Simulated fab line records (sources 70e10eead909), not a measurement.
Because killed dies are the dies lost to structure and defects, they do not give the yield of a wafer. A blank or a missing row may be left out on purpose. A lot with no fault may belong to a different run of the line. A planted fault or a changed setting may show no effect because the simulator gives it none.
fab line records	flow nand_harc
record lots=14	wafers=42	last_day=33
route steps=1302 shown THIN_TSV@1259 END@1301
lots that met no fault: from a run of the same line without faults
start_h: the number of hours between the record's first day and the start of the first shown wafer of the lot	wait_h: hours from the lot's prior step to this one	" identical to the entry in the row above	L1.1+2: several wafers, shown together as one row	- no value present, or no start provided	* or withheld: withheld	< > ~ a bound
route shown NAME@n: a module of which the file shows steps, and the number in the route of the first	usual: mean/standard deviation of fault-free wafers	same: alike in all rows	chamber/n: place in a boat	sites: readings site by site	_std_site: standard deviation of those values	_edge_site: outer sites' mean less inner sites'	radius_mm: for every site, how far away it sits from the centre of the wafer	mask NAME#n: copy n	behind: the last tool/chamber to shape the wafer	hold: what put the lot on hold/how long, in hours/how the hold closed	device: the transistor (n, p or np) that didn't switch	end of line: the same wafers' tests at the end of the route	a step given without rows: its recipe and nothing more	killed: at the first sort, the dies lost to defects and structure; wafer yield is something else	map: shows each die of a wafer: x if killed, . if not, _ if none is there
set.NAME: the setting the step ran with; set.NAME@STEP: the setting that earlier step ran with	model.NAME: the simulator's own value behind a step, which no gauge read
route steps across a sampled set of lots; one table per step, one row per wafer
services: the hour from which a tool's chamber was out of use, counted from the record's first day as start_h (under 0 if before that day), plus the number of hours and why
## steps
# step NHARC_THIN_TSV_CD_MEAS_12
# recipe target_cd_nm=1000	landing_energy_ev=500
# usual cd_nm=999.4/1.5
lot.wafer	tool	chamber	start_h	wait_h	cd_nm
L765.2	cd_sem-01	0	566.48	-	998.6
L765.3	"	0	"	"	1000.5
L765.6	"	0	"	"	998.4
L768.2	cd_sem-02	0	567.68	-	1002.2
L768.4	"	0	"	"	1001.5
L768.5	"	0	"	"	1000.9
L766.2	cd_sem-01	0	568.88	-	1000.6
L766.3	"	0	"	"	999.9
L766.5	"	0	"	"	1000.3
L767.2	cd_sem-01	0	572.53	-	1001.0
L767.4	"	0	"	"	1001.9
L767.6	"	0	"	"	1001.0
L773.2	cd_sem-01	0	629.28	-	999.6
L773.4	"	0	"	"	998.6
L773.6	"	0	"	"	999.9
L776.2	cd_sem-01	0	654.73	-	1000.1
L776.5	"	0	"	"	1001.7
L776.6	"	0	"	"	1000.0
L779.1	cd_sem-03	0	685.06	-	996.6
L779.4	"	0	"	"	998.2
L779.6	"	0	"	"	1000.0
L781.3	cd_sem-02	0	713.54	-	1000.2
L781.4	"	0	"	"	1000.6
L781.6	"	0	"	"	998.3
L783.1	cd_sem-01	0	727.23	-	998.2
L783.4	"	0	"	"	997.6
L783.6	"	0	"	"	997.1
L784.1	cd_sem-02	0	728.43	-	998.6
L784.2	"	0	"	"	998.6
L784.6	"	0	"	"	1000.7
L782.1	cd_sem-02	0	729.64	-	998.9
L782.3	"	0	"	"	1000.6
L782.6	"	0	"	"	1002.3
L785.1	cd_sem-02	0	734.52	-	1000.0
L785.2	"	0	"	"	999.4
L785.6	"	0	"	"	998.3
L786.2	cd_sem-02	0	761.05	-	999.7
L786.4	"	0	"	"	999.9
L786.5	"	0	"	"	998.4
L787.2	cd_sem-01	0	780.23	-	998.9
L787.3	"	0	"	"	998.3
L787.4	"	0	"	"	1002.0
# step NHARC_THIN_TSV_DESCUM_35
# recipe time_s=3	o2_flow_sccm=200	ar_flow_sccm=0	bias_power_w=0	chemistry=O2
# usual drypump_motor_current_A=5.6/0.41	oes_product_au=1.002/0.0062	rf_vpp_V=57.8/0.94	showerhead_plenum_p_Torr=1.93/0.08	throttle_valve_pct=11.311/0.0087
lot.wafer	tool	chamber	start_h	wait_h	drypump_motor_current_A	oes_product_au	rf_hours_counter_h	rf_vpp_V	showerhead_plenum_p_Torr	throttle_valve_pct
L765.2	rie_diel-05	3	573.06	-	5.5	1.002	10	57.9	2.03	11.303
L765.3	"	1	"	"	6.0	1.008	9	58.6	1.91	11.317
L765.6	"	1	"	"	6.0	1.005	-	57.5	1.91	11.305
L768.2	rie_diel-07	0	573.76	-	5.5	1.006	5	57.8	1.98	11.314
L768.4	"	1	"	"	6.2	0.990	5	56.7	1.89	11.308
L768.5	"	2	"	"	5.3	1.002	-	57.5	2.01	11.315
L766.2	rie_diel-05	1	574.95	-	6.1	1.003	9	57.5	1.90	11.305
L766.3	"	3	"	"	5.5	0.988	10	58.1	2.03	11.301
L766.5	"	0	"	"	5.5	0.995	-	57.3	2.01	11.305
L767.2	rie_diel-05	0	578.49	-	5.5	1.004	10	58.2	2.01	11.323
L767.6	"	3	"	"	5.5	0.998	-	59.2	2.03	11.319
L767.4	"	0	"	"	5.5	1.002	-	58.5	2.01	11.309
L773.2	rie_diel-07	1	635.41	-	6.1	0.988	10	59.0	1.89	11.305
L773.4	"	3	"	"	5.7	0.996	9	56.4	1.92	11.327
L773.6	"	1	"	"	6.2	0.992	-	56.7	1.88	11.304
L776.2	rie_diel-05	1	661.20	-	6.0	1.003	5	57.2	1.90	11.320
L776.6	"	0	"	"	5.5	0.991	-	57.6	2.01	11.308
L776.5	"	2	"	"	5.7	0.996	-	59.0	2.06	11.318
L779.1	rie_diel-07	1	691.02	-	6.2	1.007	2	58.2	1.88	11.318
L779.4	"	3	"	"	5.6	0.998	1	58.1	1.92	11.321
L779.6	"	2	"	"	5.4	0.999	-	58.6	2.01	11.309
L781.3	rie_diel-06	0	719.72	-	5.0	1.008	2	58.1	1.94	11.328
L781.4	"	1	"	"	4.7	0.997	2	55.9	2.01	11.309
L781.6	"	3	"	"	5.9	1.006	-	57.6	1.82	11.321
L783.4	rie_diel-07	3	733.35	-	5.7	1.007	4	56.7	1.92	11.318
L783.1	"	0	"	"	5.5	1.014	4	58.8	1.97	11.322
L783.6	"	1	"	"	6.2	1.003	-	58.2	1.88	11.311
L784.1	rie_diel-07	2	734.61	-	5.4	1.006	5	57.2	2.01	11.292
L784.2	"	3	"	"	5.6	0.997	4	55.7	1.92	11.311
L784.6	"	2	"	"	5.4	0.996	-	57.8	2.01	11.293
L782.1	rie_diel-05	2	735.70	-	5.7	1.004	10	57.5	2.06	11.306
L782.3	"	3	"	"	5.5	1.010	6	58.0	2.03	11.320
L782.6	"	1	"	"	6.0	1.006	-	57.8	1.90	11.299
L785.1	rie_diel-06	3	740.58	-	5.8	0.999	3	56.8	1.82	11.313
L785.2	"	2	"	"	6.1	0.992	4	57.8	1.79	11.310
L785.6	"	3	"	"	5.8	1.003	-	56.6	1.82	11.300
L786.2	rie_diel-06	3	767.37	-	5.9	0.995	5	54.7	1.82	11.324
L786.4	"	0	"	"	5.0	0.998	5	56.0	1.94	11.325
L786.5	"	3	"	"	5.9	0.997	-	57.6	1.82	11.299
L787.4	rie_diel-07	0	786.25	-	5.5	1.011	8	57.4	1.97	11.302
L787.3	"	1	"	"	6.2	1.013	5	57.7	1.88	11.309
L787.2	"	3	"	"	5.7	1.009	8	57.1	1.92	11.305
# step NHARC_THIN_TSV_ETCH_36
# recipe target_depth_a=650	over_etch_frac=0.3	time_s=18.571	ion_energy_ev=150	chemistry=Cl2/BCl3
# usual drypump_motor_current_A=6.0/0.47	oes_product_au=1.001/0.0069	run_length_s=40.0/0.43
lot.wafer	tool	chamber	start_h	wait_h	drypump_motor_current_A	oes_product_au	rf_hours_counter_h	run_length_s
L765.2	rie_metal-02	0	573.47	0.2	6.5	1.000	1.6	39.9
L765.3	"	1	"	"	5.5	0.999	-	40.4
L765.6	"	0	"	"	6.5	1.010	-	40.2
L768.2	rie_metal-01	0	574.13	0.2	6.2	0.993	3.2	39.6
L768.4	"	0	"	"	6.2	1.003	-	39.7
L768.5	"	0	"	"	6.1	0.996	-	39.8
L766.2	rie_metal-02	0	575.37	0.2	6.6	1.008	1.8	40.0
L766.3	"	0	"	"	6.5	1.021	-	40.3
L766.5	"	1	"	"	5.5	1.002	-	40.4
L767.2	rie_metal-03	0	578.89	0.2	5.1	1.009	1.4	40.0
L767.4	"	1	"	"	6.0	0.998	-	39.2
L767.6	"	1	"	"	6.0	1.004	-	39.5
L773.2	rie_metal-01	0	635.79	0.2	6.1	0.996	1.1	34.8
L773.4	"	0	"	"	6.1	0.994	-	34.9
L773.6	"	0	"	"	6.1	1.000	-	34.5
L776.2	rie_metal-01	1	661.60	0.2	6.3	1.002	1.8	40.5
L776.5	"	1	"	"	6.4	0.997	-	40.2
L776.6	"	0	"	"	6.1	1.001	-	34.8
L779.1	rie_metal-02	1	691.41	0.2	5.5	1.001	1.2	40.5
L779.4	"	0	"	"	6.5	1.004	-	40.6
L779.6	"	1	"	"	5.5	0.991	-	40.4
L781.4	rie_metal-03	0	720.11	0.2	5.1	0.993	-	40.2
L781.3	"	1	"	"	6.0	0.999	-	39.5
L781.6	"	0	"	"	5.1	1.008	-	39.5
L783.1	rie_metal-03	1	733.71	0.2	6.1	0.992	0.6	39.9
L783.4	"	1	"	"	6.1	0.993	-	39.4
L783.6	"	1	"	"	6.1	0.987	-	40.0
L784.1	rie_metal-01	0	734.99	0.2	6.1	1.018	2.8	39.7
L784.2	"	1	"	"	6.3	1.008	2.8	40.3
L784.6	"	1	"	"	6.3	0.999	-	40.4
L782.1	rie_metal-02	1	736.06	0.2	5.5	1.009	1.8	40.5
L782.3	"	0	"	"	6.5	1.001	-	40.1
L782.6	"	1	"	"	5.6	1.008	-	40.7
L785.1	rie_metal-03	1	740.97	0.2	6.0	1.002	0.8	39.3
L785.2	"	0	"	"	5.1	1.000	0.8	40.0
L785.6	"	0	"	"	5.1	1.002	-	39.6
L786.2	rie_metal-02	1	767.74	0.2	5.6	1.010	2.3	40.4
L786.4	"	0	"	"	6.6	1.011	-	40.5
L786.5	"	0	"	"	6.5	0.999	-	40.4
L787.2	rie_metal-01	0	786.64	0.2	6.1	1.002	0.5	39.9
L787.3	"	0	"	"	6.1	1.000	-	40.1
L787.4	"	1	"	"	6.3	1.000	-	40.1
# step NHARC_END_WLT_00
# usual VT_DECK1_BOTTOM=0.870/0.0072	VT_DECK1_BOTTOM_INNER=0.870/0.0063	VT_DECK1_MEDIAN_NEAR_BOTTOM=0.871/0.0069	VT_DECK1_MEDIAN_NEAR_BOTTOM_INNER=0.871/0.0071	VT_DECK1_MIDDLE=0.883/0.0072	VT_DECK1_MIDDLE_INNER=0.883/0.0068	VT_DECK1_TOP=0.895/0.0068	VT_DECK1_TOP_INNER=0.895/0.0073	VT_DECK2_BOTTOM=0.871/0.0073	VT_DECK2_BOTTOM_INNER=0.870/0.0068	VT_DECK2_MEDIAN_NEAR_BOTTOM=0.871/0.0067	VT_DECK2_MEDIAN_NEAR_BOTTOM_INNER=0.872/0.007	VT_DECK2_MIDDLE=0.883/0.006	VT_DECK2_MIDDLE_INNER=0.884/0.0059	VT_DECK2_TOP=0.895/0.0068	VT_DECK2_TOP_INNER=0.895/0.0063
lot.wafer	tool	chamber	start_h	wait_h	VT_DECK1_BOTTOM	VT_DECK1_BOTTOM_INNER	VT_DECK1_MEDIAN_NEAR_BOTTOM	VT_DECK1_MEDIAN_NEAR_BOTTOM_INNER	VT_DECK1_MIDDLE	VT_DECK1_MIDDLE_INNER	VT_DECK1_TOP	VT_DECK1_TOP_INNER	VT_DECK2_BOTTOM	VT_DECK2_BOTTOM_INNER	VT_DECK2_MEDIAN_NEAR_BOTTOM	VT_DECK2_MEDIAN_NEAR_BOTTOM_INNER	VT_DECK2_MIDDLE	VT_DECK2_MIDDLE_INNER	VT_DECK2_TOP	VT_DECK2_TOP_INNER
L765.2	prober-01	-	579.57	0.5	0.874	0.869	0.874	0.870	0.885	0.884	0.906	0.897	0.877	0.872	0.874	0.877	0.881	0.884	0.895	0.891
L765.3	"	-	"	"	0.872	0.865	0.871	0.873	0.886	0.885	0.898	0.904	0.867	0.865	0.874	0.866	0.883	0.877	0.903	0.894
L765.6	"	-	581.52	2.5	0.875	0.876	0.874	0.876	0.890	0.883	0.908	0.900	0.873	0.875	0.871	0.866	0.876	0.879	0.898	0.898
L768.2	prober-02	-	579.59	0.6	0.876	0.871	0.871	0.878	0.886	0.893	0.897	0.892	0.857	0.865	0.864	0.873	0.881	0.883	0.895	0.897
L768.4	"	-	580.59	1.6	0.875	0.868	0.868	0.870	0.877	0.881	0.897	0.892	0.868	0.867	0.870	0.872	0.881	0.880	0.893	0.897
L768.5	"	-	"	"	0.859	0.867	0.866	0.879	0.879	0.888	0.893	0.886	0.873	0.872	0.867	0.874	0.881	0.881	0.890	0.887
L766.2	prober-01	-	587.34	8.3	0.873	0.867	0.866	0.867	0.885	0.883	0.891	0.897	0.867	0.860	0.873	0.870	0.876	0.874	0.883	0.887
L766.3	"	-	"	"	0.866	0.862	0.864	0.871	0.887	0.884	0.885	0.898	0.862	0.860	0.859	0.864	0.876	0.884	0.881	0.890
L766.5	"	-	588.84	9.8	0.870	0.876	0.885	0.875	0.881	0.880	0.890	0.892	0.865	0.870	0.867	0.867	0.882	0.878	0.885	0.881
L767.2	prober-02	-	587.38	3.1	0.867	0.871	0.866	0.879	0.882	0.882	0.889	0.898	0.869	0.879	0.876	0.876	0.888	0.887	0.896	0.909
L767.4	"	-	"	"	0.873	0.874	0.875	0.876	0.885	0.885	0.895	0.899	0.864	0.867	0.876	0.870	0.882	0.880	0.890	0.903
L767.6	"	-	589.37	5.1	0.872	0.875	0.871	0.868	0.876	0.888	0.899	0.893	0.876	0.869	0.870	0.881	0.876	0.884	0.899	0.897
L776.2	prober-01	-	667.65	0.5	0.874	0.880	0.877	0.875	0.893	0.891	0.898	0.904	0.873	0.874	0.874	0.875	0.883	0.879	0.893	0.885
L776.5	"	-	669.16	2.1	0.880	0.874	0.884	0.872	0.893	0.895	0.900	0.901	0.873	0.872	0.875	0.872	0.880	0.882	0.895	0.894
L779.1	prober-02	-	701.09	4.2	0.850	0.863	0.868	0.856	0.880	0.870	0.887	0.886	0.881	0.872	0.881	0.883	0.891	0.886	0.889	0.904
L779.4	"	-	702.61	5.7	0.866	0.864	0.868	0.872	0.881	0.875	0.883	0.887	0.874	0.877	0.876	0.879	0.887	0.897	0.898	0.899
L779.6	"	-	703.63	6.7	0.866	0.867	0.862	0.863	0.876	0.873	0.888	0.875	0.881	0.891	0.876	0.885	0.888	0.890	0.902	0.897
L781.3	prober-01	-	727.69	1.0	0.877	0.876	0.882	0.870	0.890	0.894	0.908	0.906	0.877	0.872	0.877	0.871	0.889	0.883	0.904	0.899
L781.4	"	-	"	"	0.888	0.880	0.888	0.885	0.898	0.889	0.905	0.910	0.879	0.877	0.883	0.868	0.885	0.890	0.896	0.904
L781.6	"	-	"	"	0.876	0.879	0.873	0.879	0.891	0.890	0.910	0.906	0.877	0.872	0.871	0.875	0.894	0.886	0.904	0.904
L783.1	prober-02	-	739.59	0.1	0.866	0.876	0.865	0.879	0.889	0.884	0.904	0.899	0.870	0.867	0.867	0.876	0.880	0.885	0.899	0.897
L783.4	"	-	741.09	1.6	0.876	0.875	0.874	0.871	0.889	0.879	0.903	0.901	0.866	0.873	0.879	0.868	0.880	0.877	0.903	0.902
L783.6	"	-	742.10	2.6	0.871	0.872	0.869	0.874	0.888	0.885	0.892	0.909	0.870	0.873	0.867	0.872	0.891	0.890	0.893	0.892
L782.1	prober-01	-	739.59	0.0	0.875	0.871	0.884	0.869	0.890	0.891	0.899	0.897	0.861	0.865	0.864	0.870	0.885	0.881	0.885	0.892
L782.3	"	-	740.61	1.1	0.868	0.877	0.880	0.867	0.881	0.892	0.901	0.905	0.865	0.865	0.873	0.858	0.890	0.884	0.895	0.885
L782.6	"	-	742.14	2.6	0.881	0.873	0.879	0.886	0.889	0.893	0.900	0.898	0.863	0.874	0.859	0.863	0.886	0.882	0.887	0.898
L784.1	prober-02	-	747.33	7.8	0.879	0.875	0.871	0.866	0.885	0.889	0.891	0.887	0.868	0.861	0.871	0.870	0.882	0.876	0.896	0.893
L784.2	"	-	"	"	0.868	0.868	0.867	0.869	0.880	0.877	0.888	0.896	0.861	0.861	0.861	0.864	0.877	0.883	0.894	0.891
L784.6	"	-	749.84	10.3	0.874	0.867	0.863	0.875	0.889	0.883	0.896	0.895	0.859	0.862	0.869	0.867	0.876	0.880	0.893	0.898
L785.1	prober-01	-	749.45	0.0	0.865	0.869	0.876	0.860	0.888	0.889	0.889	0.898	0.876	0.877	0.868	0.872	0.892	0.885	0.896	0.899
L785.2	"	-	"	"	0.872	0.874	0.864	0.871	0.882	0.896	0.898	0.896	0.877	0.874	0.876	0.876	0.880	0.875	0.906	0.905
L785.6	"	-	751.93	2.5	0.873	0.874	0.871	0.868	0.881	0.886	0.898	0.898	0.874	0.868	0.882	0.884	0.892	0.889	0.899	0.898
L786.2	prober-02	-	773.78	0.6	0.869	0.871	0.869	0.865	0.880	0.879	0.885	0.887	0.867	0.873	0.869	0.870	0.888	0.877	0.897	0.902
L786.4	"	-	774.79	1.6	0.869	0.864	0.872	0.871	0.871	0.881	0.890	0.888	0.862	0.864	0.865	0.875	0.882	0.878	0.887	0.902
L786.5	"	-	"	"	0.868	0.868	0.862	0.865	0.872	0.876	0.890	0.885	0.874	0.870	0.886	0.876	0.889	0.888	0.896	0.899
L787.2	prober-02	-	796.22	0.6	0.880	0.883	0.877	0.877	0.902	0.898	0.915	0.901	0.867	0.866	0.871	0.876	0.886	0.886	0.896	0.894
L787.3	"	-	"	"	0.886	0.873	0.883	0.879	0.897	0.897	0.906	0.912	0.870	0.874	0.871	0.874	0.883	0.883	0.891	0.886
L787.4	"	-	"	"	0.885	0.886	0.885	0.880	0.893	0.892	0.902	0.912	0.872	0.875	0.865	0.871	0.888	0.885	0.897	0.897
## services
tool	chamber	start_h	hours	kind
rie_diel-07	0	553.80	-	clean
rie_diel-07	1	553.80	-	clean
rie_diel-07	2	553.80	-	clean
rie_diel-07	3	553.80	-	clean
rie_metal-01	-	575.00	9.0	pm
rie_diel-07	0	578.30	-	clean
rie_diel-07	1	578.30	-	clean
rie_metal-02	0	582.52	21.5	repair
rie_diel-05	-	583.66	9.0	pm
rie_diel-06	0	618.94	59.3	repair
rie_metal-02	-	631.00	9.0	pm
rie_diel-07	-	648.30	9.0	pm
rie_diel-05	3	653.22	13.8	repair
rie_diel-06	-	661.20	9.0	pm
rie_diel-07	3	693.65	4.0	repair
rie_metal-03	-	696.00	9.0	pm
rie_diel-05	3	708.86	11.9	repair
rie_diel-07	1	726.32	4.3	repair
rie_diel-05	-	731.33	0.1	repair
rie_diel-07	1	739.38	25.7	repair
rie_metal-01	-	752.00	9.0	pm
rie_diel-05	-	760.67	9.0	pm
rie_metal-03	1	774.23	8.2	repair
rie_diel-05	2	778.44	5.6	repair
## key
first_sign step=NHARC_THIN_TSV_ETCH_36	reading=run_length_s	direction=down	sigmas=12	usual=*	struck=*
effect none on later readings
met_at NHARC_THIN_TSV_ETCH_36
struck_lots L773,L776
struck_wafers L773.2,L773.4,L773.6,L776.6
later_rows_left_out L773.2,L773.4,L773.6,L776.6
sort_left_out L773.2,L773.4,L773.6,L776.6
not_acting_at NHARC_THIN_TSV_CD_MEAS_12,NHARC_THIN_TSV_DESCUM_35,NHARC_END_WLT_00
onset_between 574.13 635.79
fault kind=process_parameter_drift	tool=rie_metal-01	chamber=0	onset_h=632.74	steps=NHARC_THIN_TSV_ETCH_36	channel=time_s	offset=*	shape=step	end_h=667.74	acts_in=*	stated=*
# sort_left_out: the simulated sort isn't trusted on such a fault, so these wafers' sort isn't shown, and their yield isn't known
# later_rows_left_out: the simulator's readings of these wafers behind a module that went badly wrong aren't trusted and aren't shown, but for the sort
